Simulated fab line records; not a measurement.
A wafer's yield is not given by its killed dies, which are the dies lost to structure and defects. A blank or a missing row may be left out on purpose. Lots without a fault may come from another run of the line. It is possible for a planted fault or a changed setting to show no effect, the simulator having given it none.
Chamber matching -- flow n5_finfet -- N5_SD_EPI_P_ETCHBACK_46 on rie_diel-03 has 4 sister chambers
The step etches SiNx in CH3F/O2, stops on SiO2, target depth 17.5 nm. 8 wafers are shown with their chamber, then 8 later ones without.

WAFERS WITH THEIR CHAMBER
wafer,chamber,showerhead_plenum_p_Torr (Torr),rf_vpp_V (V)
L080.4,3,2.07,294
L081.4,0,2.06,308
L082.1,3,2.07,293
L082.2,2,1.99,299
L082.4,2,1.99,298
L083.1,0,2.05,306
L083.5,1,2.05,295
L084.3,1,2.05,293

WAFERS MISSING THEIR CHAMBER
wafer,showerhead_plenum_p_Torr (Torr),rf_vpp_V (V)
L084.4,2.05,308
L084.6,1.99,300
L094.3,2.06,293
L094.5,2.04,293
L094.6,1.98,299
L097.1,1.98,301
L097.3,2.04,294
L097.6,2.06,294

WHICH CHAMBER EACH WENT THROUGH
wafer,from the rows above,in truth
L084.4,0,0
L084.6,2,2
L094.3,can't be placed: 3 or 1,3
L094.5,1,1
L094.6,2,2
L097.1,2,2
L097.3,1,1
L097.6,can't be placed: 1 or 3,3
Correct placement for 6 of the 8. Not placeable from these rows: 2 (in 2, the candidates include the true chamber). Placed wrongly: 0.
How it was worked out, from the rows above alone: a wafer's distance from a chamber is the root of the sum, over the readings, of the square of ((its reading less the chamber's mean) divided by the reading's scatter). If the next closest chamber is less than 2 further off than the closest, the wafer can't be placed; otherwise it belongs to the closest. A chamber's mean is the mean of its shown wafers. The scatter: take each reading less its chamber's mean, square it, sum over the shown wafers, divide by the number of wafers less the number of chambers, and take the root.
